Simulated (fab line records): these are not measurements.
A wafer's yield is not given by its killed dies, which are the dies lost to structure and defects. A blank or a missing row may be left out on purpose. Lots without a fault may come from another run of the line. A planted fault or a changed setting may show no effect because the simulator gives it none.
fab line records -- flow nand_harc
record lots=24, wafers=72, last_day=33
route steps=1302 shown P_M2@340 A_ZERO_WELL@401 A_CHANNEL_HOLE_D1@469 A_DECK1_JOINT@528 A_ONON_D2@559
lots that met no fault: from a run of the same line without faults
start_h: hours from the record's opening day to when the first of the lot's shown wafers began -- wait_h: how many hours have passed since the lot's step before this one -- " unchanged from the row above -- L1.1+2: a row that stands for several wafers -- - either no value or no given start -- * or withheld: withheld -- < > ~ a bound
route shown NAME@n: NAME is a module with steps in the file, n the number in the route of the first one -- usual: average and standard deviation across the fault-free wafers -- same: alike in all rows -- chamber/n: place in a boat -- sites: each site's reading -- _std_site: their standard deviation -- _edge_site: outer sites' mean less inner sites' -- radius_mm: for every site, how far away it sits from the centre of the wafer -- mask NAME#n: copy n -- behind: the last tool/chamber to shape the wafer -- hold: cause of the lot's hold/its duration in hours/its outcome -- device: the n, p or np transistor that did not switch -- end of line: tests run on the same wafers once the route is complete -- a step without rows: its recipe alone -- killed: dies that structure and defects cost at the first sort, which is not the same as the wafer's yield -- map: per-die view of a wafer (x killed, . not killed, _ where there is no die)
set.NAME: the setting as run; set.NAME@STEP: as run at that earlier step -- model.NAME: the simulator's own value behind a step, which no gauge read
a sample of lots followed through the steps of the route, with each step as a table and each wafer as a row
services: the hour from which a tool's chamber was out of use, counted from the record's first day as start_h (under 0 if before that day), plus the number of hours and why
## steps
# step NHARC_P_M2_PVD_20
# recipe target_thk_a=50, bias_v=168.6, power_w=15000, chamber_pressure_pa=0.12, time_s=8.06, substrate_temp_c=50, material=TaN
# usual throttle_valve_pct=29.8/1
lot.wafer,tool,chamber,start_h,wait_h,throttle_valve_pct
L074.2,pvd_sputter-01,-,-,-,30.6
L074.3,pvd_sputter-01,-,-,-,30.1
L074.6,pvd_sputter-01,-,-,-,31.9
L075.2,pvd_sputter-01,-,-,-,28.9
L075.4,pvd_sputter-01,-,-,-,30.8
L075.5,pvd_sputter-01,-,-,-,30.2
L076.2,pvd_sputter-02,-,-,-,30.0
L076.5,pvd_sputter-02,-,-,-,28.9
L076.6,pvd_sputter-02,-,-,-,30.1
L077.4,pvd_sputter-02,-,-,-,28.5
L077.3,pvd_sputter-02,-,-,-,30.1
L077.5,pvd_sputter-02,-,-,-,29.6
L078.1,pvd_sputter-02,-,-,-,29.6
L078.4,pvd_sputter-02,-,-,-,28.6
L078.2,pvd_sputter-02,-,-,-,30.1
L079.3,pvd_sputter-02,-,-,-,30.1
L079.2,pvd_sputter-02,-,-,-,29.8
L079.5,pvd_sputter-02,-,-,-,30.0
L080.3,pvd_sputter-03,-,-,-,28.3
L080.5,pvd_sputter-03,-,-,-,30.2
L080.6,pvd_sputter-03,-,-,-,30.1
L081.3,pvd_sputter-02,-,-,-,29.7
L081.1,pvd_sputter-02,-,-,-,30.1
L081.5,pvd_sputter-02,-,-,-,28.4
L082.4,pvd_sputter-01,-,-,-,29.0
L082.5,pvd_sputter-01,-,-,-,29.8
L082.6,pvd_sputter-01,-,-,-,29.0
L083.2,pvd_sputter-01,-,-,-,30.5
L083.6,pvd_sputter-01,-,-,-,32.4
L083.5,pvd_sputter-01,-,-,-,30.0
L085.3,pvd_sputter-02,-,-,-,28.7
L085.4,pvd_sputter-02,-,-,-,29.9
L085.5,pvd_sputter-02,-,-,-,29.6
L084.4,pvd_sputter-03,-,-,-,29.7
L084.5,pvd_sputter-03,-,-,-,30.2
L084.6,pvd_sputter-03,-,-,-,28.0
L086.2,pvd_sputter-03,-,-,-,29.9
L086.6,pvd_sputter-03,-,-,-,30.4
L086.5,pvd_sputter-03,-,-,-,29.8
L087.4,pvd_sputter-01,-,-,-,31.2
L087.2,pvd_sputter-01,-,-,-,30.2
L087.3,pvd_sputter-01,-,-,-,28.2
L089.3,pvd_sputter-01,-,-,-,29.7
L089.5,pvd_sputter-01,-,-,-,29.6
L089.6,pvd_sputter-01,-,-,-,28.0
L088.2,pvd_sputter-01,-,-,-,30.5
L088.4,pvd_sputter-01,-,-,-,29.6
L088.5,pvd_sputter-01,-,-,-,31.4
L090.3,pvd_sputter-01,-,-,-,28.4
L090.2,pvd_sputter-01,-,-,-,31.5
L090.1,pvd_sputter-01,-,-,-,29.7
L091.3,pvd_sputter-01,-,-,-,29.8
L091.4,pvd_sputter-01,-,-,-,28.1
L091.2,pvd_sputter-01,-,-,-,31.1
L092.1,pvd_sputter-02,-,-,-,28.8
L092.2,pvd_sputter-02,-,-,-,30.1
L092.5,pvd_sputter-02,-,-,-,28.7
L093.2,pvd_sputter-02,-,-,-,30.5
L093.3,pvd_sputter-02,-,-,-,29.8
L093.4,pvd_sputter-02,-,-,-,29.5
L094.4,pvd_sputter-03,-,-,-,30.2
L094.2,pvd_sputter-03,-,-,-,30.0
L094.5,pvd_sputter-03,-,-,-,30.2
L095.4,pvd_sputter-03,-,-,-,30.0
L095.2,pvd_sputter-03,-,-,-,28.0
L095.1,pvd_sputter-03,-,-,-,30.2
L096.3,pvd_sputter-02,-,-,-,28.8
L096.1,pvd_sputter-02,-,-,-,30.5
L096.6,pvd_sputter-02,-,-,-,28.8
L097.1,pvd_sputter-02,-,-,-,29.1
L097.2,pvd_sputter-02,-,-,-,29.7
L097.5,pvd_sputter-02,-,-,-,28.7
# step NHARC_P_M2_INSPECT_27
# usual raw_defect_count=291/110
lot.wafer,tool,chamber,start_h,wait_h,raw_defect_count
L074.2,defect_inspect-02,-,131.67,0.0,308
L074.3,defect_inspect-02,-,131.67,0.0,168
L074.6,defect_inspect-02,-,131.67,0.0,220
L075.2,defect_inspect-02,-,136.83,0.0,237
L075.4,defect_inspect-02,-,136.83,0.0,453
L075.5,defect_inspect-02,-,136.83,0.0,303
L076.2,defect_inspect-02,-,155.18,0.0,218
L076.5,defect_inspect-02,-,155.18,0.0,275
L076.6,defect_inspect-02,-,155.18,0.0,294
L077.3,defect_inspect-01,-,158.89,0.0,290
L077.4,defect_inspect-01,-,158.89,0.0,565
L077.5,defect_inspect-01,-,158.89,0.0,248
L078.1,defect_inspect-02,-,172.94,0.0,222
L078.2,defect_inspect-02,-,172.94,0.0,562
L078.4,defect_inspect-02,-,172.94,0.0,284
L079.2,defect_inspect-01,-,177.77,0.0,292
L079.3,defect_inspect-01,-,177.77,0.0,323
L079.5,defect_inspect-01,-,177.77,0.0,320
L080.3,defect_inspect-01,-,195.55,0.0,310
L080.5,defect_inspect-01,-,195.55,0.0,172
L080.6,defect_inspect-01,-,195.55,0.0,368
L081.1,defect_inspect-01,-,203.63,0.0,340
L081.3,defect_inspect-01,-,203.63,0.0,271
L081.5,defect_inspect-01,-,203.63,0.0,163
L082.4,defect_inspect-02,-,217.68,0.0,271
L082.5,defect_inspect-02,-,217.68,0.0,390
L082.6,defect_inspect-02,-,217.68,0.0,403
L083.2,defect_inspect-01,-,226.97,0.0,235
L083.5,defect_inspect-01,-,226.97,0.0,260
L083.6,defect_inspect-01,-,226.97,0.0,177
L085.3,defect_inspect-01,-,239.94,0.0,384
L085.4,defect_inspect-01,-,239.94,0.0,518
L085.5,defect_inspect-01,-,239.94,0.0,202
L084.4,defect_inspect-02,-,240.06,0.0,174
L084.5,defect_inspect-02,-,240.06,0.0,210
L084.6,defect_inspect-02,-,240.06,0.0,174
L086.2,defect_inspect-02,-,253.35,0.0,195
L086.5,defect_inspect-02,-,253.35,0.0,318
L086.6,defect_inspect-02,-,253.35,0.0,384
L087.2,defect_inspect-02,-,263.17,0.0,216
L087.3,defect_inspect-02,-,263.17,0.0,152
L087.4,defect_inspect-02,-,263.17,0.0,198
L089.3,defect_inspect-01,-,278.48,0.0,369
L089.5,defect_inspect-01,-,278.48,0.0,551
L089.6,defect_inspect-01,-,278.48,0.0,263
L088.2,defect_inspect-01,-,279.52,0.0,264
L088.4,defect_inspect-01,-,279.52,0.0,238
L088.5,defect_inspect-01,-,279.52,0.0,287
L090.1,defect_inspect-02,-,294.95,0.0,215
L090.2,defect_inspect-02,-,294.95,0.0,338
L090.3,defect_inspect-02,-,294.95,0.0,300
L091.2,defect_inspect-02,-,303.16,0.0,151
L091.3,defect_inspect-02,-,303.16,0.0,139
L091.4,defect_inspect-02,-,303.16,0.0,239
L092.1,defect_inspect-02,-,309.76,0.0,220
L092.2,defect_inspect-02,-,309.76,0.0,287
L092.5,defect_inspect-02,-,309.76,0.0,237
L093.2,defect_inspect-01,-,323.22,0.0,267
L093.3,defect_inspect-01,-,323.22,0.0,235
L093.4,defect_inspect-01,-,323.22,0.0,147
L094.2,defect_inspect-02,-,334.17,0.0,204
L094.4,defect_inspect-02,-,334.17,0.0,217
L094.5,defect_inspect-02,-,334.17,0.0,338
L095.1,defect_inspect-02,-,342.85,0.0,170
L095.2,defect_inspect-02,-,342.85,0.0,192
L095.4,defect_inspect-02,-,342.85,0.0,170
L096.1,defect_inspect-01,-,355.27,0.0,477
L096.3,defect_inspect-01,-,355.27,0.0,456
L096.6,defect_inspect-01,-,355.27,0.0,477
L097.1,defect_inspect-02,-,369.64,0.0,368
L097.2,defect_inspect-02,-,369.64,0.0,234
L097.5,defect_inspect-02,-,369.64,0.0,329
# step NHARC_A_ZERO_WELL_CD_MEAS_10
# recipe target_cd_nm=2000, landing_energy_ev=500
# usual cd_nm=2000.1/1.3
lot.wafer,tool,chamber,start_h,wait_h,cd_nm
L074.2,cd_sem-01,0,137.55,-,2002.0
L074.3,cd_sem-01,0,137.55,-,2002.7
L074.6,cd_sem-01,0,137.55,-,1999.0
L075.2,cd_sem-01,0,142.86,-,2003.2
L075.4,cd_sem-01,0,142.86,-,2003.1
L075.5,cd_sem-01,0,142.86,-,2001.9
L076.2,cd_sem-01,0,160.95,-,1999.6
L076.5,cd_sem-01,0,160.95,-,1999.5
L076.6,cd_sem-01,0,160.95,-,1998.8
L077.3,cd_sem-03,0,164.48,-,2000.4
L077.4,cd_sem-03,0,164.48,-,2000.3
L077.5,cd_sem-03,0,164.48,-,2001.5
L078.1,cd_sem-01,0,178.66,-,1999.4
L078.2,cd_sem-01,0,178.66,-,2000.0
L078.4,cd_sem-01,0,178.66,-,2000.2
L079.2,cd_sem-03,0,183.67,-,2001.5
L079.3,cd_sem-03,0,183.67,-,2001.4
L079.5,cd_sem-03,0,183.67,-,2001.1
L080.3,cd_sem-01,0,201.30,-,1997.7
L080.5,cd_sem-01,0,201.30,-,2000.3
L080.6,cd_sem-01,0,201.30,-,1998.4
L081.1,cd_sem-02,0,209.57,-,2000.2
L081.3,cd_sem-02,0,209.57,-,1999.6
L081.5,cd_sem-02,0,209.57,-,1999.2
L082.4,cd_sem-03,0,223.41,-,1999.8
L082.5,cd_sem-03,0,223.41,-,2000.6
L082.6,cd_sem-03,0,223.41,-,2000.2
L083.2,cd_sem-03,0,232.71,-,1998.9
L083.5,cd_sem-03,0,232.71,-,2000.5
L083.6,cd_sem-03,0,232.71,-,1998.9
L085.3,cd_sem-01,0,245.96,-,1999.0
L085.4,cd_sem-01,0,245.96,-,1999.9
L085.5,cd_sem-01,0,245.96,-,1998.2
L084.4,cd_sem-03,0,246.03,-,1997.9
L084.5,cd_sem-03,0,246.03,-,1997.7
L084.6,cd_sem-03,0,246.03,-,1999.8
L086.2,cd_sem-03,0,259.08,-,1997.8
L086.5,cd_sem-03,0,259.08,-,1998.4
L086.6,cd_sem-03,0,259.08,-,1999.7
L087.2,cd_sem-02,0,268.93,-,1999.6
L087.3,cd_sem-02,0,268.93,-,2000.3
L087.4,cd_sem-02,0,268.93,-,1998.6
L089.3,cd_sem-03,0,284.34,-,2002.0
L089.5,cd_sem-03,0,284.34,-,2003.0
L089.6,cd_sem-03,0,284.34,-,2002.7
L088.2,cd_sem-03,0,285.42,-,1998.8
L088.4,cd_sem-03,0,285.42,-,2001.0
L088.5,cd_sem-03,0,285.42,-,1999.9
L090.1,cd_sem-01,0,300.62,-,1998.1
L090.2,cd_sem-01,0,300.62,-,2000.6
L090.3,cd_sem-01,0,300.62,-,2001.8
L091.2,cd_sem-01,0,308.88,-,1999.0
L091.3,cd_sem-01,0,308.88,-,2001.8
L091.4,cd_sem-01,0,308.88,-,1999.0
L092.1,cd_sem-01,0,315.63,-,2000.4
L092.2,cd_sem-01,0,315.63,-,2000.9
L092.5,cd_sem-01,0,315.63,-,2000.4
L093.2,cd_sem-02,0,329.17,-,1998.5
L093.3,cd_sem-02,0,329.17,-,2000.2
L093.4,cd_sem-02,0,329.17,-,1998.9
L094.2,cd_sem-01,0,339.87,-,2002.7
L094.4,cd_sem-01,0,339.87,-,2003.1
L094.5,cd_sem-01,0,339.87,-,2000.8
L095.1,cd_sem-01,0,348.71,-,2000.5
L095.2,cd_sem-01,0,348.71,-,1999.4
L095.4,cd_sem-01,0,348.71,-,2001.6
L096.1,cd_sem-02,0,361.18,-,1998.7
L096.3,cd_sem-02,0,361.18,-,1999.0
L096.6,cd_sem-02,0,361.18,-,2000.1
L097.1,cd_sem-02,0,375.52,-,1999.6
L097.2,cd_sem-02,0,375.52,-,2000.2
L097.5,cd_sem-02,0,375.52,-,1999.6
# step NHARC_A_CHANNEL_HOLE_D1_ETCH_16
# recipe target_depth_a=31000, over_etch_frac=0.3, time_s=806, ion_energy_ev=150, o2_flow_sccm=400, cos_flow_sccm=20, ar_flow_sccm=0, rf_w=500, bias_w=300, chemistry=O2/COS
# usual drypump_motor_current_A=5.69/0.25, oes_product_au=1.002/0.0081, rf_vpp_V=314.3/1.9, showerhead_plenum_p_Torr=3.13/0.13, throttle_valve_pct=28.331/0.0091
lot.wafer,tool,chamber,start_h,wait_h,drypump_motor_current_A,oes_product_au,rf_hours_counter_h,rf_vpp_V,showerhead_plenum_p_Torr,throttle_valve_pct
L074.2,rie_diel-03,3,-,-,5.61,1.007,4,313.7,3.08,28.318
L074.3,rie_diel-03,0,-,-,5.67,1.003,3,316.2,3.31,28.339
L074.6,rie_diel-03,3,-,-,5.62,1.017,-,313.9,3.08,28.343
L075.2,rie_diel-03,2,-,-,6.02,0.997,5,316.4,3.26,28.344
L075.4,rie_diel-03,3,-,-,5.63,1.001,5,313.4,3.08,28.321
L075.5,rie_diel-03,1,-,-,5.49,1.006,-,313.7,3.01,28.332
L076.2,rie_diel-03,3,204.37,-,5.68,1.015,7,314.1,3.08,28.313
L076.5,rie_diel-03,2,204.37,-,6.03,1.000,-,315.6,3.26,28.332
L076.6,rie_diel-03,3,204.37,-,5.62,1.005,-,312.6,3.08,28.331
L077.4,rie_diel-03,3,-,-,5.61,1.003,7,312.9,3.08,28.326
L077.3,rie_diel-03,0,-,-,5.68,1.013,6,318.1,3.31,28.318
L077.5,rie_diel-03,2,-,-,5.98,1.007,-,316.7,3.26,28.339
L078.4,rie_diel-03,2,-,-,6.00,1.006,9,316.4,3.26,28.317
L078.1,rie_diel-03,3,-,-,5.59,1.010,8,313.4,3.08,28.340
L078.2,rie_diel-03,0,-,-,5.61,1.001,7,316.5,3.31,28.338
L079.2,rie_diel-03,0,-,-,5.68,1.003,8,317.1,3.31,28.333
L079.3,rie_diel-03,1,-,-,5.49,1.017,9,312.7,3.00,28.335
L079.5,rie_diel-03,0,-,-,5.67,1.005,-,317.7,3.31,28.324
L081.1,rie_diel-03,1,-,-,5.51,1.000,12,312.1,3.00,28.336
L081.3,rie_diel-03,2,-,-,6.01,0.995,12,314.7,3.26,28.332
L081.5,rie_diel-03,0,-,-,5.66,0.997,-,316.4,3.31,28.328
L080.3,rie_diel-03,3,-,-,5.61,1.002,12,311.2,3.07,28.339
L080.5,rie_diel-03,3,-,-,5.63,1.006,-,313.7,3.07,28.317
L080.6,rie_diel-03,0,-,-,5.68,0.999,-,316.2,3.31,28.339
L082.4,rie_diel-03,3,-,-,5.65,1.009,13,313.1,3.07,28.339
L082.6,rie_diel-03,2,-,-,5.98,1.002,-,315.6,3.25,28.319
L082.5,rie_diel-03,3,-,-,5.58,1.005,-,313.4,3.07,28.334
L083.2,rie_diel-03,3,-,-,5.57,1.009,14,313.0,3.07,28.335
L083.6,rie_diel-03,3,-,-,5.59,0.996,-,313.4,3.07,28.330
L083.5,rie_diel-03,0,-,-,5.66,1.005,-,316.8,3.31,28.323
L084.4,rie_diel-09,3,-,-,5.85,1.001,42,314.6,3.21,28.332
L084.5,rie_diel-09,1,-,-,6.23,1.013,-,312.5,3.01,28.336
L084.6,rie_diel-09,2,-,-,5.84,0.991,-,315.9,3.15,28.344
L085.3,rie_diel-01,3,-,-,5.31,0.996,22,311.1,2.97,28.332
L085.4,rie_diel-01,1,-,-,4.82,1.003,25,317.0,3.20,28.335
L085.5,rie_diel-01,3,-,-,5.24,1.007,-,313.1,2.97,28.335
L086.2,rie_diel-01,1,-,-,4.83,1.010,28,316.1,3.20,28.323
L086.6,rie_diel-01,2,-,-,5.93,1.009,-,312.6,2.96,28.339
L086.5,rie_diel-01,3,-,-,5.23,1.009,-,312.1,2.97,28.328
L087.3,rie_diel-09,0,-,-,5.69,0.992,53,312.7,2.99,28.327
L087.2,rie_diel-09,1,-,-,6.24,1.003,56,311.5,3.00,28.328
L087.4,rie_diel-09,2,-,-,5.86,0.981,53,314.3,3.15,28.325
L089.3,rie_diel-03,2,-,-,6.01,0.995,3,314.2,3.25,28.325
L089.5,rie_diel-03,1,-,-,5.51,0.994,-,311.6,3.00,28.321
L089.6,rie_diel-03,2,-,-,6.02,0.994,-,316.1,3.25,28.344
L088.2,rie_diel-03,0,-,-,5.65,1.006,3,316.5,3.30,28.332
L088.4,rie_diel-03,2,-,-,6.00,0.998,4,314.8,3.25,28.327
L088.5,rie_diel-03,3,-,-,5.56,0.999,-,312.9,3.07,28.339
L090.2,rie_diel-03,3,-,-,5.57,1.004,4,312.7,3.07,28.331
L090.1,rie_diel-03,0,-,-,5.65,1.005,4,316.7,3.30,28.340
L090.3,rie_diel-03,1,-,-,5.54,1.000,5,313.2,3.00,28.326
L091.3,rie_diel-03,0,-,-,5.63,0.995,5,315.7,3.30,28.340
L091.4,rie_diel-03,2,-,-,5.98,0.986,5,315.8,3.25,28.338
L091.2,rie_diel-03,3,-,-,5.62,0.997,5,313.0,3.07,28.342
L092.2,rie_diel-03,2,-,-,6.01,1.004,6,317.1,3.25,28.336
L092.1,rie_diel-03,3,-,-,5.61,1.004,6,312.6,3.07,28.325
L092.5,rie_diel-03,0,-,-,5.66,1.004,-,316.1,3.30,28.330
L093.4,rie_diel-01,3,-,-,5.24,1.014,41,310.9,2.96,28.335
L093.2,rie_diel-01,0,-,-,5.65,0.999,40,313.2,3.07,28.329
L093.3,rie_diel-01,1,-,-,4.82,1.010,38,314.5,3.20,28.319
L094.2,rie_diel-03,3,-,-,5.63,0.999,7,314.5,3.07,28.333
L094.4,rie_diel-03,1,-,-,5.49,1.022,8,312.5,3.00,28.336
L094.5,rie_diel-03,2,-,-,5.99,0.997,-,316.2,3.25,28.325
L095.2,rie_diel-09,2,-,-,5.86,0.994,23,315.2,3.13,28.344
L095.1,rie_diel-09,3,-,-,5.81,0.993,13,314.8,3.19,28.325
L095.4,rie_diel-09,0,-,-,5.68,1.007,19,312.7,2.98,28.342
L096.1,rie_diel-03,2,-,-,6.00,1.006,9,316.5,3.25,28.344
L096.3,rie_diel-03,0,-,-,5.65,0.994,9,316.8,3.30,28.307
L096.6,rie_diel-03,3,-,-,5.61,1.000,-,311.8,3.07,28.326
L097.2,rie_diel-03,3,-,-,5.56,1.010,11,312.7,3.07,28.320
L097.1,rie_diel-03,2,-,-,5.98,1.013,12,316.1,3.25,28.320
L097.5,rie_diel-03,0,-,-,5.64,1.000,-,317.4,3.30,28.327
# step NHARC_A_DECK1_JOINT_THK_MEAS_14
# recipe thk_meas_gauge=ellipsometry
# usual thk_nm=50.7/1.4
lot.wafer,tool,chamber,start_h,wait_h,thk_nm
L074.2,film_metro-02,-,244.90,0.2,50.2
L074.3,film_metro-02,-,244.90,0.2,51.0
L074.6,film_metro-02,-,244.90,0.2,50.5
L075.2,film_metro-01,-,251.49,0.2,49.6
L075.4,film_metro-01,-,251.49,0.2,51.5
L075.5,film_metro-01,-,251.49,0.2,49.8
L076.2,film_metro-01,-,276.80,0.2,52.0
L076.5,film_metro-01,-,276.80,0.2,52.2
L076.6,film_metro-01,-,276.80,0.2,49.1
L077.3,film_metro-02,-,276.80,0.2,48.6
L077.4,film_metro-02,-,276.80,0.2,50.3
L077.5,film_metro-02,-,276.80,0.2,48.6
L078.1,film_metro-01,-,285.34,0.2,49.4
L078.2,film_metro-01,-,285.34,0.2,50.2
L078.4,film_metro-01,-,285.34,0.2,52.2
L079.2,film_metro-01,-,290.58,0.2,50.7
L079.3,film_metro-01,-,290.58,0.2,51.0
L079.5,film_metro-01,-,290.58,0.2,49.5
L081.1,film_metro-02,-,312.35,0.2,49.8
L081.3,film_metro-02,-,312.35,0.2,48.3
L081.5,film_metro-02,-,312.35,0.2,51.3
L080.3,film_metro-01,-,312.35,0.2,49.7
L080.5,film_metro-01,-,312.35,0.2,50.1
L080.6,film_metro-01,-,312.35,0.2,47.5
L082.4,film_metro-02,-,342.11,0.2,51.8
L082.5,film_metro-02,-,342.11,0.2,50.0
L082.6,film_metro-02,-,342.11,0.2,51.5
L083.2,film_metro-01,-,342.12,0.2,51.8
L083.5,film_metro-01,-,342.12,0.2,51.9
L083.6,film_metro-01,-,342.12,0.2,52.6
L085.3,film_metro-01,-,356.09,0.2,50.7
L085.4,film_metro-01,-,356.09,0.2,51.9
L085.5,film_metro-01,-,356.09,0.2,51.5
L084.4,film_metro-02,-,356.11,0.2,48.6
L084.5,film_metro-02,-,356.11,0.2,49.7
L084.6,film_metro-02,-,356.11,0.2,51.3
L086.2,film_metro-02,-,373.42,0.2,48.8
L086.5,film_metro-02,-,373.42,0.2,51.9
L086.6,film_metro-02,-,373.42,0.2,50.3
L087.2,film_metro-01,-,376.10,0.2,52.0
L087.3,film_metro-01,-,376.10,0.2,51.1
L087.4,film_metro-01,-,376.10,0.2,49.5
L089.3,film_metro-02,-,398.89,0.2,51.1
L089.5,film_metro-02,-,398.89,0.2,51.2
L089.6,film_metro-02,-,398.89,0.2,51.0
L088.2,film_metro-01,-,402.55,0.2,48.3
L088.4,film_metro-01,-,402.55,0.2,50.8
L088.5,film_metro-01,-,402.55,0.2,53.2
L090.1,film_metro-01,-,410.45,0.2,51.6
L090.2,film_metro-01,-,410.45,0.2,50.9
L090.3,film_metro-01,-,410.45,0.2,50.7
L091.2,film_metro-01,-,418.48,0.2,50.6
L091.3,film_metro-01,-,418.48,0.2,49.9
L091.4,film_metro-01,-,418.48,0.2,51.7
L092.1,film_metro-02,-,428.17,0.2,49.1
L092.2,film_metro-02,-,428.17,0.2,50.3
L092.5,film_metro-02,-,428.17,0.2,52.5
L093.2,film_metro-01,-,443.80,0.2,50.4
L093.3,film_metro-01,-,443.80,0.2,51.1
L093.4,film_metro-01,-,443.80,0.2,51.6
L094.2,film_metro-02,-,454.39,0.2,48.7
L094.4,film_metro-02,-,454.39,0.2,49.6
L094.5,film_metro-02,-,454.39,0.2,50.5
L095.1,film_metro-02,-,462.01,0.2,52.1
L095.2,film_metro-02,-,462.01,0.2,50.9
L095.4,film_metro-02,-,462.01,0.2,49.9
L096.1,film_metro-01,-,470.28,0.2,52.0
L096.3,film_metro-01,-,470.28,0.2,51.7
L096.6,film_metro-01,-,470.28,0.2,51.0
L097.1,film_metro-02,-,490.49,0.2,48.9
L097.2,film_metro-02,-,490.49,0.2,48.8
L097.5,film_metro-02,-,490.49,0.2,49.7
# step NHARC_A_ONON_D2_THK_MEAS_21
# recipe thk_meas_gauge=ellipsometry
# usual thk_nm=996/7.9
lot.wafer,tool,chamber,start_h,wait_h,thk_nm
L074.2,film_metro-01,-,277.42,-,1009
L074.3,film_metro-01,-,277.42,-,1006
L074.6,film_metro-01,-,277.42,-,1007
L075.2,film_metro-02,-,286.47,-,995
L075.4,film_metro-02,-,286.47,-,995
L075.5,film_metro-02,-,286.47,-,994
L077.3,film_metro-01,-,316.24,-,1000
L077.4,film_metro-01,-,316.24,-,1002
L077.5,film_metro-01,-,316.24,-,1000
L076.2,film_metro-02,-,316.40,-,984
L076.5,film_metro-02,-,316.40,-,986
L076.6,film_metro-02,-,316.40,-,985
L078.1,film_metro-02,-,316.59,-,1008
L078.2,film_metro-02,-,316.59,-,1009
L078.4,film_metro-02,-,316.59,-,1009
L079.2,film_metro-02,-,326.74,-,999
L079.3,film_metro-02,-,326.74,-,1002
L079.5,film_metro-02,-,326.74,-,1000
L081.1,film_metro-02,-,351.20,-,991
L081.3,film_metro-02,-,351.20,-,992
L081.5,film_metro-02,-,351.20,-,991
L080.3,film_metro-01,-,351.22,-,1000
L080.5,film_metro-01,-,351.22,-,1001
L080.6,film_metro-01,-,351.22,-,1001
L082.4,film_metro-01,-,376.42,-,998
L082.5,film_metro-01,-,376.42,-,998
L082.6,film_metro-01,-,376.42,-,997
L083.2,film_metro-01,-,376.44,-,1002
L083.5,film_metro-01,-,376.44,-,1002
L083.6,film_metro-01,-,376.44,-,1002
L084.4,film_metro-01,-,392.63,-,1011
L084.5,film_metro-01,-,392.63,-,1012
L084.6,film_metro-01,-,392.63,-,1012
L085.3,film_metro-02,-,392.66,-,1001
L085.4,film_metro-02,-,392.66,-,1001
L085.5,film_metro-02,-,392.66,-,1001
L086.2,film_metro-01,-,408.68,-,985
L086.5,film_metro-01,-,408.68,-,984
L086.6,film_metro-01,-,408.68,-,982
L087.2,film_metro-02,-,408.71,-,989
L087.3,film_metro-02,-,408.71,-,987
L087.4,film_metro-02,-,408.71,-,988
L089.3,film_metro-02,-,443.48,-,990
L089.5,film_metro-02,-,443.48,-,988
L089.6,film_metro-02,-,443.48,-,991
L088.2,film_metro-02,-,443.70,-,999
L088.4,film_metro-02,-,443.70,-,1001
L088.5,film_metro-02,-,443.70,-,1002
L091.2,film_metro-01,-,453.36,-,986
L091.3,film_metro-01,-,453.36,-,987
L091.4,film_metro-01,-,453.36,-,986
L090.1,film_metro-02,-,453.37,-,998
L090.2,film_metro-02,-,453.37,-,1002
L090.3,film_metro-02,-,453.37,-,1002
L092.1,film_metro-01,-,461.33,-,997
L092.2,film_metro-01,-,461.33,-,997
L092.5,film_metro-01,-,461.33,-,995
L093.2,film_metro-01,-,476.84,-,982
L093.3,film_metro-01,-,476.84,-,981
L093.4,film_metro-01,-,476.84,-,981
L095.1,film_metro-01,-,496.20,-,999
L095.2,film_metro-01,-,496.20,-,998
L095.4,film_metro-01,-,496.20,-,997
L094.2,film_metro-01,-,496.34,-,997
L094.4,film_metro-01,-,496.34,-,998
L094.5,film_metro-01,-,496.34,-,1000
L096.1,film_metro-01,-,508.67,-,998
L096.3,film_metro-01,-,508.67,-,997
L096.6,film_metro-01,-,508.67,-,996
L097.1,film_metro-02,-,523.17,-,989
L097.2,film_metro-02,-,523.17,-,990
L097.5,film_metro-02,-,523.17,-,989
## services
tool,chamber,start_h,hours,kind
pvd_sputter-02,-,118.18,28.7,repair
rie_diel-01,2,128.34,3.3,repair
rie_diel-03,-,128.80,2.1,repair
rie_diel-09,-,143.13,9.0,pm
rie_diel-03,0,146.02,2.5,repair
rie_diel-03,0,152.10,5.1,repair
pvd_sputter-03,-,160.50,3.6,repair
pvd_sputter-03,-,170.00,10.0,pm
rie_diel-03,0,172.44,2.6,repair
pvd_sputter-03,-,181.10,6.1,repair
rie_diel-01,2,187.54,16.3,repair
pvd_sputter-01,-,234.74,10.0,pm
pvd_sputter-01,-,247.48,7.4,repair
rie_diel-03,-,281.30,9.0,pm
pvd_sputter-02,-,282.00,10.0,pm
rie_diel-03,1,310.53,5.6,repair
rie_diel-01,-,318.47,29.9,repair
rie_diel-09,-,322.32,9.0,pm
rie_diel-03,-,340.38,2.4,repair
pvd_sputter-03,-,344.74,35.2,repair
rie_diel-01,2,348.93,9.0,repair
rie_diel-01,1,359.08,9.7,repair
rie_diel-09,0,380.91,7.5,repair
pvd_sputter-01,-,412.74,10.0,pm
## key
fault none
